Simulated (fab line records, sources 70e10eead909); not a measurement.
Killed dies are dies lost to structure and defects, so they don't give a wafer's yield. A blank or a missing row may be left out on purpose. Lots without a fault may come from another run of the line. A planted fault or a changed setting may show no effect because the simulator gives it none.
fab line records | flow nand_harc
record lots=7 wafers=21 last_day=24
route steps=1159 shown A_SGD_CUT@775 A_SLIT@779
lots that met no fault: from a run of the same line without faults
start_h: hours from the record's first day to the start of the lot's first wafer shown | wait_h: hours since the lot's step before | " the same as in the row above | L1.1+2: a row that stands for several wafers | - no value, or no start given | * or withheld: withheld | < > ~ a bound
route shown NAME@n: a module of which the file shows steps, and the number in the route of the first | usual: mean/standard deviation of fault-free wafers | same: alike in all rows | chamber/n: place in a boat | sites: the reading at each site | _std_site: their standard deviation | _edge_site: outer sites' mean less inner sites' | radius_mm: how far each site lies from the wafer's centre | mask NAME#n: copy n | behind: the tool/chamber that last shaped the wafer | hold: why the lot was held/for how many hours/how that ended | device: the transistor (n, p or np) that didn't switch | end of line: the same wafers' tests at the end of the route | a step without rows: its recipe alone | killed: dies lost to structure and defects at the first sort, not the wafer's yield | map: a wafer's dies, x killed, . not, _ none there
set.NAME: the setting as run; set.NAME@STEP: as run at that earlier step | model.NAME: the simulator's own value behind a step, which no gauge read
lots at some steps of the route; a table a step, a row a wafer
services: from which hour (start_h, from the record's first day; less than 0 if before it) a tool's chamber was out of use, for how many hours, and why
## steps
# step NHARC_A_SGD_CUT_ETCH_26
# recipe target_depth_a=458 chemistry=dHF material=SiO2
# step NHARC_A_SGD_CUT_ETCHBACK_24
# recipe target_depth_a=500 over_etch_frac=0.3 time_s=92.857 ion_energy_ev=120 ch3f_flow_sccm=50 o2_flow_sccm=30 ar_flow_sccm=200 rf_w=500 bias_w=100 chemistry=CH3F/O2
# step NHARC_A_SGD_CUT_STRIP_28
# recipe time_s=20 o2_flow_sccm=500 ar_flow_sccm=0 bias_w=0 chemistry=O2
# usual drypump_motor_current_A=5.8/0.5 mfc_ar_sccm=0.008/0.013 oes_product_au=1.002/0.0099 rf_vpp_V=57.8/0.89 showerhead_plenum_p_Torr=3.53/0.14 throttle_valve_pct=17.036/0.0089
# same bias_w=0
# columns lot.wafer tool chamber start_h wait_h drypump_motor_current_A mfc_ar_sccm oes_product_au rf_hours_counter_h rf_vpp_V showerhead_plenum_p_Torr throttle_valve_pct
L231.5 rie_diel-11 1 315.25 0.1 6.4 0.012 1.007 - 58.1 3.62 17.057
L231.4 " 2 " " 5.3 0.009 1.000 - 59.0 3.46 17.051
L231.6 " 3 " " 5.0 0.022 1.004 - 56.3 3.30 17.040
L235.4 rie_diel-07 0 - - 6.0 0 0.991 9 58.8 3.69 17.043
L235.1 " 1 " " 5.7 0 0.984 10 57.2 3.34 17.014
L235.5 " 3 " " 5.8 0 0.999 - 58.1 3.59 17.025
L238.4 rie_diel-07 3 - - 5.8 0 1.013 16 57.3 3.59 17.048
L238.3 " 0 " " 6.0 0 1.005 15 57.4 3.69 17.040
L238.6 " 2 " " 6.4 0.004 1.011 - 58.1 3.45 17.052
L242.4 rie_diel-11 3 - - 5.0 0.022 0.988 4 57.2 3.29 17.042
L242.2 " 0 " " 5.8 0.011 1.010 4 58.2 3.62 17.050
L242.6 " 2 " " 5.3 0.009 0.993 - 57.5 3.45 17.045
L243.4 rie_diel-11 1 - - 6.4 0.012 1.018 4 58.3 3.62 17.044
L243.6 " 2 " " 5.3 0.009 0.995 - 58.0 3.45 17.050
L243.5 " 3 " " 5.0 0.022 1.006 - 56.8 3.29 17.032
L248.2 rie_diel-05 1 - - 5.6 0 0.995 6 56.7 3.63 17.035
L248.5 " 3 " " 5.0 0 0.990 - 58.1 3.35 17.042
L248.6 " 0 " " 6.4 0 0.996 - 56.9 3.62 17.046
L250.4 rie_diel-07 3 - - 5.7 0 1.016 3 58.4 3.59 17.023
L250.2 " 2 " " 6.4 0.004 0.978 3 57.5 3.45 17.045
L250.5 " 0 " " 6.0 0 1.026 - 60.3 3.69 17.052
# step NHARC_A_SGD_CUT_INSPECT_25
# usual raw_defect_count=314/73
# columns lot.wafer tool chamber start_h wait_h raw_defect_count
L231.4 defect_inspect-01 - 315.35 - 261
L231.5 " - " " 393
L231.6 " - " " 320
L235.1 defect_inspect-01 - 329.39 - 337
L235.4 " - " " 460
L235.5 " - " " 373
L238.3 defect_inspect-02 - 373.18 - 269
L238.4 " - " " 289
L238.6 " - " " 280
L242.2 defect_inspect-01 - 408.42 - 354
L242.4 " - " " 291
L242.6 " - " " 242
L243.4 defect_inspect-02 - 408.47 - 278
L243.5 " - " " 328
L243.6 " - " " 310
L248.2 defect_inspect-01 - 418.06 - 364
L248.5 " - " " 283
L248.6 " - " " 358
L250.2 defect_inspect-01 - 436.71 - 304
L250.4 " - " " 275
L250.5 " - " " 299
# step NHARC_A_SLIT_DEP_25
# recipe target_thk_a=2000 temp_c=400 pressure_torr=6.5 rf_w=900 teos_flow_sccm=161.4 flow_sccm=2650 target_thk_nm=200 gas=O2 material=SiO2
# step NHARC_A_SLIT_DEP_00
# recipe target_thk_a=32000 temp_c=400 material=aC
# usual throttle_valve_pct=35.000/0.0096
# columns lot.wafer tool chamber start_h wait_h throttle_valve_pct
L231.4 acl_dep-03 0 319.01 - 35.006
L231.5 " 0 " " 34.994
L231.6 " 0 " " 35.002
L235.1 acl_dep-03 0 330.03 - 34.989
L235.4 " 0 " " 34.998
L235.5 " 0 " " 34.985
L238.3 acl_dep-03 0 376.57 - 34.997
L238.4 " 0 " " 34.999
L238.6 " 0 " " 34.994
L242.2 acl_dep-02 0 409.17 - 34.983
L242.4 " 0 " " 35.009
L242.6 " 0 " " 35.000
L243.4 acl_dep-01 0 411.69 - 34.978
L243.5 " 0 " " 34.989
L243.6 " 0 " " 35.013
L248.2 acl_dep-03 0 423.59 - 34.995
L248.5 " 0 " " 35.002
L248.6 " 0 " " 34.987
L250.2 acl_dep-01 0 437.44 - 34.996
L250.4 " 0 " " 34.971
L250.5 " 0 " " 35.006
# step NHARC_A_SLIT_DEP_23
# recipe target_thk_a=1000 target_thk_nm=100 temp_c=400 pressure_torr=3.5 flow_sccm=200 rf_w=350 material=SiON
# usual heater_power_w=733/78
# columns lot.wafer tool chamber start_h wait_h heater_power_w
L231.4 pecvd-03 2 320.10 0.8 767
L231.5 " 0 " " 644
L231.6 " 1 " " 789
L235.1 pecvd-03 2 332.13 1.8 823
L235.5 " 2 " " 820
L235.4 " 0 " " 622
L238.3 pecvd-02 2 377.89 1.0 710
L238.6 " 2 " " 723
L238.4 " 0 " " 837
L242.2 pecvd-03 1 410.83 1.3 766
L242.4 " 2 " " 847
L242.6 " 0 " " 674
L243.6 pecvd-02 0 412.76 0.1 891
L243.5 " 1 " " 625
L243.4 " 2 " " 729
L248.2 pecvd-03 2 425.30 1.4 802
L248.6 " 1 " " 818
L248.5 " 0 " " 629
L250.2 pecvd-04 0 439.23 1.5 729
L250.5 " 2 " " 810
L250.4 " 1 " " 664
# step NHARC_A_SLIT_DEHYDRATE_01
# recipe temp_c=150 time_s=120
# step NHARC_A_SLIT_HMDS_02
# recipe time_s=30
# step NHARC_A_SLIT_COAT_03
# recipe spin_rpm=1500 resist_thk_nm=90
# step NHARC_A_SLIT_SOFTBAKE_04
# recipe temp_c=105 time_s=55
# step NHARC_A_SLIT_EBR_05
# step NHARC_A_SLIT_EXPOSE_06
# recipe na=1.35 dose_mj=60.82 mask_id=SLIT
# usual exposure_dose_mJ_cm2=60.78/0.053
# same na=1.35
# columns lot.wafer tool chamber start_h wait_h mask exposure_dose_mJ_cm2
L231.4 arfi_scanner-01 0 320.57 - SLIT#0 60.86
L231.5 " 0 " " SLIT#0 60.77
L231.6 " 0 " " SLIT#0 60.80
L235.1 arfi_scanner-03 0 332.51 - SLIT#0 60.78
L235.4 " 0 " " SLIT#0 60.74
L235.5 " 0 " " SLIT#0 60.81
L238.3 arfi_scanner-03 0 378.44 - SLIT#0 84.53
L238.4 " 0 " " SLIT#0 84.57
L238.6 " 0 " " SLIT#0 84.54
L242.2 arfi_scanner-03 0 411.49 - SLIT#0 79.84
L242.4 " 0 " " SLIT#0 79.87
L242.6 " 0 " " SLIT#0 79.75
L243.4 arfi_scanner-03 0 413.11 - SLIT#0 78.46
L243.5 " 0 " " SLIT#0 78.49
L243.6 " 0 " " SLIT#0 78.39
L248.2 arfi_scanner-01 0 425.81 - SLIT#0 60.86
L248.5 " 0 " " SLIT#0 60.82
L248.6 " 0 " " SLIT#0 60.78
L250.2 arfi_scanner-02 0 439.75 - SLIT#0 60.74
L250.4 " 0 " " SLIT#0 60.75
L250.5 " 0 " " SLIT#0 60.73
# step NHARC_A_SLIT_PEB_07
# recipe peb_temp_c=100 peb_time_s=65
# step NHARC_A_SLIT_DEVELOP_08
# recipe develop_time_s=35 dev_temp_c=23
# step NHARC_A_SLIT_CD_MEAS_09
# recipe target_cd_nm=300 landing_energy_ev=500
# usual cd_nm=299.5/0.6
# columns lot.wafer tool chamber start_h wait_h cd_nm
L231.4 cd_sem-03 0 320.70 - 299.8
L231.5 " 0 " " 300.1
L231.6 " 0 " " 300.5
L235.1 cd_sem-01 0 332.65 - 299.1
L235.4 " 0 " " 299.6
L235.5 " 0 " " 300.5
L238.3 cd_sem-02 0 378.58 - 318.8
L238.4 " 0 " " 318.7
L238.6 " 0 " " 318.4
L242.2 cd_sem-03 0 411.63 - 314.1
L242.4 " 0 " " 314.9
L242.6 " 0 " " 314.5
L243.4 cd_sem-02 0 413.24 - 314.5
L243.5 " 0 " " 314.6
L243.6 " 0 " " 314.6
L248.2 cd_sem-03 0 425.95 - 300.8
L248.5 " 0 " " 300.7
L248.6 " 0 " " 300.0
L250.2 cd_sem-03 0 439.89 - 300.3
L250.4 " 0 " " 299.8
L250.5 " 0 " " 300.3
# step NHARC_A_SLIT_OVL_MEAS_10
# usual overlay_x_nm=0.1/0.66 overlay_y_nm=-0.1/0.69
# columns lot.wafer tool chamber start_h wait_h overlay_x_nm overlay_y_nm
L231.4 overlay-01 - 320.78 - 0.0 0.7
L231.5 " - " " -0.2 0.7
L231.6 " - " " 0.0 0.4
L235.1 overlay-02 - 332.74 - -0.6 0.3
L235.4 " - " " 0.8 0.5
L235.5 " - " " -0.4 0.8
L238.3 overlay-02 - 378.66 - 0.0 0.5
L238.4 " - " " 0.4 0.7
L238.6 " - " " -0.3 0.3
L242.2 overlay-02 - 411.71 - -0.9 -1.0
L242.4 " - " " -0.7 -0.4
L242.6 " - " " -0.8 -0.7
L243.4 overlay-02 - 413.32 - 0.4 0.1
L243.5 " - " " 0.2 -0.4
L243.6 " - " " 0.2 0.0
L248.2 overlay-01 - 426.03 - -0.2 0.0
L248.5 " - " " -0.2 0.5
L248.6 " - " " -0.1 0.0
L250.2 overlay-02 - 439.97 - -0.2 -0.2
L250.4 " - " " 0.0 0.1
L250.5 " - " " -0.8 0.4
# step NHARC_A_SLIT_INSPECT_11
# usual raw_defect_count=22/12
# columns lot.wafer tool chamber start_h wait_h raw_defect_count
L231.4 defect_inspect-02 - 320.82 0.0 21
L231.5 " - " " 21
L231.6 " - " " 23
L235.1 defect_inspect-01 - 332.78 0.0 21
L235.4 " - " " 22
L235.5 " - " " 22
L238.3 defect_inspect-01 - 378.70 0.0 26
L238.4 " - " " 20
L238.6 " - " " 39
L242.2 defect_inspect-01 - 411.75 0.0 20
L242.4 " - " " 20
L242.6 " - " " 18
L243.4 defect_inspect-01 - 413.36 0.0 36
L243.5 " - " " 36
L243.6 " - " " 35
L248.2 defect_inspect-01 - 426.07 0.0 25
L248.5 " - " " 42
L248.6 " - " " 27
L250.2 defect_inspect-02 - 440.01 0.0 28
L250.4 " - " " 32
L250.5 " - " " 31
# step NHARC_A_SLIT_DESCUM_14
# recipe time_s=3 o2_flow_sccm=200 ar_flow_sccm=0 bias_power_w=0 chemistry=O2
# usual drypump_motor_current_A=5.9/0.43 mfc_ar_sccm=0.009/0.013 oes_product_au=1.000/0.013 rf_vpp_V=57.9/0.84 showerhead_plenum_p_Torr=1.94/0.05 throttle_valve_pct=11.313/0.009
# columns lot.wafer tool chamber start_h wait_h drypump_motor_current_A mfc_ar_sccm oes_product_au rf_hours_counter_h rf_vpp_V showerhead_plenum_p_Torr throttle_valve_pct
L231.4 rie_diel-04 2 320.89 0.1 6.4 0.022 1.008 1 55.8 1.89 11.302
L231.5 " 1 " " 6.0 0 0.992 - 57.8 1.89 11.325
L231.6 " 2 " " 6.4 0.022 1.008 - 57.7 1.89 11.332
L235.1 rie_diel-10 2 332.86 0.1 6.1 0 0.993 11 58.0 1.92 11.305
L235.4 " 1 " " 5.6 0.004 1.013 12 57.5 1.98 11.325
L235.5 " 3 " " 6.5 0.013 1.012 - 58.8 2.05 11.311
L238.4 rie_diel-10 0 378.76 0.1 5.7 0 0.993 0 56.1 1.96 11.303
L238.3 " 3 " " 6.6 0.013 1.014 0 57.1 2.05 11.302
L238.6 " 0 " " 5.7 0 0.998 - 57.6 1.96 11.301
L242.2 rie_diel-10 1 411.81 0.1 5.6 0.004 1.016 4 59.3 1.98 11.320
L242.4 " 3 " " 6.6 0.013 1.009 2 58.3 2.05 11.303
L242.6 " 1 " " 5.6 0.004 1.006 - 59.3 1.98 11.308
L243.4 rie_diel-09 2 413.43 0.1 5.1 0 0.993 13 58.7 1.94 11.316
L243.6 " 0 " " 5.3 0.007 0.987 - 57.9 2.04 11.306
L243.5 " 1 " " 6.3 0.022 1.008 - 56.3 1.90 11.314
L248.2 rie_diel-04 0 426.14 0.1 6.0 0 1.017 9 57.7 1.93 11.314
L248.6 " 3 " " 6.4 0.037 0.991 - 56.8 1.93 11.304
L248.5 " 0 " " 6.0 0 1.030 - 59.2 1.93 11.314
L250.2 rie_diel-10 0 440.09 0.1 5.7 0 1.007 6 56.8 1.96 11.309
L250.5 " 1 " " 5.6 0.004 1.007 - 58.1 1.97 11.319
L250.4 " 2 " " 6.1 0 0.997 - 57.5 1.92 11.313
# step NHARC_A_SLIT_ETCH_24
# recipe target_depth_a=1210 time_s=60.5 cf4_flow_sccm=100 chf3_flow_sccm=30 ar_flow_sccm=0 rf_w=500 bias_w=200 chemistry=CF4/CHF3
# usual bias_w=199.9/0.64 drypump_motor_current_A=5.9/0.43 mfc_ar_sccm=0.009/0.012 oes_product_au=0.962/0.02 rf_vpp_V=371.2/1.5 showerhead_plenum_p_Torr=1.59/0.039 throttle_valve_pct=16.803/0.01
# columns lot.wafer tool chamber start_h wait_h bias_w drypump_motor_current_A mfc_ar_sccm oes_product_au rf_hours_counter_h rf_vpp_V showerhead_plenum_p_Torr throttle_valve_pct model.A_SLIT.cd_offset_nm
L231.4 rie_diel-04 3 320.96 0.1 200.0 6.4 0.037 0.960 1 369.7 1.59 16.788 -0.3219
L231.5 " 3 " " 199.5 6.4 0.037 0.964 - 370.5 1.59 16.798 0.01843
L231.6 " 0 " " 199.1 6.0 0 0.983 - 372.3 1.58 16.789 -1.132
L235.1 rie_diel-10 0 332.94 0.1 200.1 5.7 0 0.925 13 371.7 1.61 16.789 -1.731
L235.4 " 1 " " 200.6 5.6 0.004 0.939 12 371.2 1.62 16.823 -0.4483
L235.5 " 0 " " 199.9 5.7 0 0.929 - 372.7 1.61 16.816 0.2801
L238.4 rie_diel-10 2 378.85 0.1 200.5 6.1 0 0.977 0 372.3 1.58 16.783 19.37
L238.3 " 3 " " 200.0 6.6 0.013 0.993 0 373.2 1.68 16.807 19.02
L238.6 " 1 " " 199.3 5.6 0.004 0.995 - 371.5 1.62 16.807 18.27
L242.4 rie_diel-10 0 411.90 0.1 199.5 5.7 0 0.927 4 372.1 1.61 16.805 15.67
L242.2 " 2 " " 200.2 6.1 0 0.918 3 369.6 1.58 16.794 14.08
L242.6 " 0 " " 199.4 5.7 0 0.934 - 372.0 1.61 16.800 13.71
L243.4 rie_diel-09 2 413.50 0.1 199.3 5.1 0 0.948 13 372.5 1.59 16.805 12.58
L243.6 " 2 " " 199.5 5.1 0 0.955 - 370.9 1.59 16.813 13.88
L243.5 " 3 " " 198.9 6.1 0 0.964 - 371.4 1.57 16.799 13.39
L248.2 rie_diel-04 1 426.22 0.1 199.9 6.0 0 0.960 9 369.7 1.55 16.829 -0.1516
L248.6 " 1 " " 199.2 6.0 0 0.965 - 369.1 1.55 16.803 -1.616
L248.5 " 2 " " 200.1 6.4 0.022 0.992 - 369.9 1.55 16.817 0.02593
L250.2 rie_diel-10 2 440.19 0.1 200.6 6.1 0 0.948 6 371.0 1.58 16.797 0.1493
L250.5 " 0 " " 200.0 5.7 0 0.956 - 370.7 1.61 16.819 0.6201
L250.4 " 2 " " 199.8 6.1 0 0.951 - 371.8 1.58 16.802 -0.2553
# step NHARC_A_SLIT_ETCH_15
# recipe target_depth_a=32000 over_etch_frac=0.3 time_s=832 ion_energy_ev=150 o2_flow_sccm=400 cos_flow_sccm=20 ar_flow_sccm=0 rf_w=500 bias_w=300 chemistry=O2/COS
# usual bias_w=300.1/0.89 cos_flow_sccm=20.00/0.06 drypump_motor_current_A=6.0/0.44 mfc_ar_sccm=0.009/0.012 oes_product_au=0.999/0.013 rf_vpp_V=314.8/1.3 showerhead_plenum_p_Torr=3.16/0.078 throttle_valve_pct=28.330/0.0089
# columns lot.wafer tool chamber start_h wait_h bias_w cos_flow_sccm drypump_motor_current_A mfc_ar_sccm oes_product_au rf_hours_counter_h rf_vpp_V showerhead_plenum_p_Torr throttle_valve_pct model.A_SLIT.cd_offset_nm
L231.4 rie_diel-04 2 - - 299.3 19.99 6.4 0.022 1.004 1 314.3 3.08 28.324 -0.4196
L231.5 " 2 " " 301.1 20.06 6.3 0.022 1.003 - 313.8 3.08 28.334 -0.1346
L231.6 " 3 " " 301.7 20.01 6.4 0.037 0.978 - 312.3 3.15 28.317 -0.08741
L235.4 rie_diel-10 0 - - 298.6 20.01 5.7 0 1.002 13 314.0 3.19 28.329 0.0878
L235.1 " 2 " " 299.8 20.06 6.1 0 1.005 11 314.1 3.13 28.344 -2.461
L235.5 " 3 " " 301.7 20.09 6.6 0.013 1.025 - 316.4 3.33 28.335 0.1276
L238.4 rie_diel-10 3 - - 300.8 20.12 6.5 0.013 1.014 1 316.5 3.32 28.328 18.39
L238.3 " 0 " " 300.8 20.05 5.7 0 0.981 0 315.6 3.19 28.326 19.92
L238.6 " 3 " " 301.5 20.04 6.6 0.013 1.021 - 316.8 3.33 28.347 17.03
L242.2 rie_diel-10 1 - - 300.2 19.96 5.6 0.004 1.003 4 314.4 3.22 28.342 14.81
L242.4 " 2 " " 300.6 20.04 6.1 0 0.987 3 313.9 3.13 28.327 15.53
L242.6 " 1 " " 301.0 19.98 5.6 0.004 1.028 - 315.5 3.22 28.323 14.5
L243.4 rie_diel-09 0 - - 300.7 20.13 5.3 0.007 0.983 12 316.6 3.31 28.331 11.8
L243.5 " 3 " " 301.5 20.04 6.1 0 1.002 - 314.5 3.11 28.340 12.62
L243.6 " 0 " " 300.5 20.19 5.3 0.007 0.991 - 316.9 3.31 28.336 13.38
L248.2 rie_diel-04 0 - - 299.0 20.00 6.0 0 1.011 9 313.1 3.14 28.339 -0.3466
L248.6 " 0 " " 300.3 20.02 6.0 0 1.008 - 314.0 3.14 28.328 -1.675
L248.5 " 1 " " 300.0 20.02 6.0 0 0.983 - 312.9 3.08 28.339 0.1557
L250.2 rie_diel-10 0 - - 299.4 20.03 5.7 0 0.999 6 315.8 3.19 28.326 1.088
L250.5 " 1 " " 301.0 19.96 5.6 0.004 1.016 - 315.6 3.21 28.336 1.473
L250.4 " 2 " " 300.8 19.94 6.1 0 0.987 - 316.5 3.13 28.337 -0.4574
# step NHARC_A_SLIT_ETCH_17
# recipe bias_v=900 source_w=withheld pressure_mtorr=20 ar_flow_sccm=375 c4f8_flow_sccm=83.3 o2_flow_sccm=41.7 time_s=1687.5 target_depth_a=1.01e+05 chemistry=C4F8/O2/Ar
# usual drypump_motor_current_A=5.7/0.32 mfc_ar_sccm=375.2/1.2 showerhead_plenum_p_Torr=3.78/0.053 throttle_valve_pct=32.046/0.0091
# columns lot.wafer tool chamber start_h wait_h drypump_motor_current_A mfc_ar_sccm rf_hours_counter_h showerhead_plenum_p_Torr throttle_valve_pct
L231.4 har_etch-02 1 326.14 - 5.9 376.3 - 3.84 32.071
L231.6 " 0 " " 5.6 374.5 - 3.84 32.040
L231.5 " 1 " " 5.9 376.0 - 3.84 32.050
L235.1 har_etch-01 0 335.71 - 5.3 375.3 6 3.71 32.054
L235.4 " 1 " " 6.1 374.9 - 3.79 32.053
L235.5 " 1 " " 6.1 375.5 - 3.79 32.042
L238.3 har_etch-01 1 382.99 - 6.1 378.7 - 3.78 32.035
L238.4 " 0 " " 5.3 376.5 - 3.70 32.030
L238.6 " 1 " " 6.1 376.3 - 3.78 32.042
L242.2 har_etch-02 0 412.84 - 5.6 375.0 207 3.82 32.024
L242.4 " 0 " " 5.6 375.7 - 3.82 32.043
L242.6 " 1 " " 5.9 375.2 - 3.82 32.047
L243.4 har_etch-01 0 414.69 - 5.3 376.1 - 3.69 32.059
L243.5 " 0 " " 5.3 375.6 - 3.69 32.039
L243.6 " 1 " " 6.1 376.3 - 3.77 32.051
L248.2 har_etch-01 1 427.24 - 6.1 375.6 45 3.77 32.024
L248.6 " 0 " " 5.3 374.4 - 3.69 32.042
L248.5 " 1 " " 6.1 377.5 - 3.77 32.034
L250.2 har_etch-01 0 442.62 - 5.3 373.9 50 3.69 32.048
L250.4 " 1 " " 6.2 373.3 - 3.77 32.045
L250.5 " 0 " " 5.3 376.4 - 3.69 32.049
## services
# columns tool chamber start_h hours kind
pecvd-03 - 292.15 13.0 pm
acl_dep-01 - 294.02 13.0 pm
rie_diel-11 0 301.38 34.5 repair
pecvd-02 - 305.54 2.9 repair
har_etch-01 - 308.84 17.0 pm
arfi_scanner-03 - 312.00 4.0 pm
pecvd-02 - 334.67 13.0 pm
har_etch-01 - 338.76 0.4 repair
arfi_scanner-01 - 348.76 0.7 repair
rie_diel-10 2 348.85 2.6 repair
rie_diel-10 - 353.71 9.0 pm
rie_diel-09 0 365.59 1.6 repair
pecvd-03 - 374.67 0.6 repair
rie_diel-07 1 377.19 1.6 repair
rie_diel-09 1 378.57 2.4 repair
rie_diel-07 - 388.79 0.7 repair
rie_diel-10 3 390.21 15.5 repair
arfi_scanner-03 - 397.58 8.0 repair
rie_diel-07 - 405.20 9.0 pm
acl_dep-03 - 408.31 13.0 pm
pecvd-03 2 412.33 5.0 repair
rie_diel-11 3 421.63 3.0 repair
rie_diel-09 - 431.11 9.0 pm
rie_diel-10 3 434.63 7.0 repair
## key
first_sign step=NHARC_A_SLIT_EXPOSE_06 reading=exposure_dose_mJ_cm2 direction=up sigmas=99+ usual=60.78 struck=80.94
effect step=NHARC_A_SLIT_CD_MEAS_09 reading=cd_nm direction=up sigmas=27 usual=299.5 struck=315.9 through=control_loop
model_effect step=NHARC_A_SLIT_ETCH_24 value=A_SLIT.cd_offset_nm without=-0.5516 struck=15.55
model_effect step=NHARC_A_SLIT_ETCH_15 value=A_SLIT.cd_offset_nm without=-0.7733 struck=15.33
met_at NHARC_A_SLIT_EXPOSE_06
struck_wafers L238.3,L238.4,L238.6,L242.2,L242.4,L242.6,L243.4,L243.5,L243.6
tester_left_out L238,L242,L243
loop_trim step=NHARC_A_SLIT_EXPOSE_06 setting=dose lots=L242,L243
onset_between 332.51 378.44
fault kind=process_parameter_drift tool=arfi_scanner-03 chamber=- onset_h=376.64 steps=NHARC_A_SLIT_EXPOSE_06 channel=dose_mj offset=23.754 shape=step acts_in=these_recipes_only stated=60.82
# tester_left_out: of these lots the tester's yield and bins aren't shown, on N5 and GAA mostly nor the transistor test; their killed dies are dies lost to structure and defects alone, not to doping, threshold or leakage, so they don't give the yield
# loop_trim: a control loop set the setting to another value than it would have without faults
